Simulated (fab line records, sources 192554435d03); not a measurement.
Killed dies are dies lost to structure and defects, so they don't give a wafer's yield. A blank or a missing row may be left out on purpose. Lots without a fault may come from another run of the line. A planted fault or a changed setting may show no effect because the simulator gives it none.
Chamber matching | flow n5_finfet | N5_FIN_SAQP_MANDREL1_REMOVE_56 on rie_si-03: 4 sister chambers
The step chemistry HBr/Cl2/O2, target a-Si, stops on SiNx, bt time 10 s. 4 wafers are shown with their chamber, then 10 later ones without.

WAFERS WITH THEIR CHAMBER
wafer  | chamber | throttle_valve_pct (%)
L087.1 | 3       | 37.4
L087.3 | 0       | 36.1
L087.4 | 2       | 37.1
L087.5 | 1       | 36.2

WAFERS WITHOUT THEIR CHAMBER
wafer  | throttle_valve_pct (%)
L087.6 | 36.1
L090.1 | 37.3
L090.2 | 36.2
L090.4 | 36.1
L092.3 | 36.2
L092.4 | 37.1
L092.5 | 37.4
L097.1 | 36.1
L097.3 | 37.3
L097.5 | 37.1

WHICH CHAMBER EACH WENT THROUGH
wafer  | from the rows above | in truth
L087.6 | 0                   | 0
L090.1 | 3                   | 3
L090.2 | 1                   | 1
L090.4 | 0                   | 0
L092.3 | 1                   | 1
L092.4 | 2                   | 2
L092.5 | 3                   | 3
L097.1 | 0                   | 0
L097.3 | 3                   | 3
L097.5 | 2                   | 2
Placed correctly: 10 of 10. Can't be placed from these rows: 0. Placed wrongly: 0.
How it was worked out, from the rows above alone: a wafer's distance from a chamber is the root of the sum, over the readings, of the square of ((its reading less the chamber's mean) divided by the reading's scatter). The wafer belongs to the nearest chamber; if the next one is less than 2 further off, it can't be placed. A chamber's mean is the mean of its shown wafers. The scatter: with one shown wafer a chamber, the root of the mean of the squares of how far each hidden wafer lies from its nearest shown one.
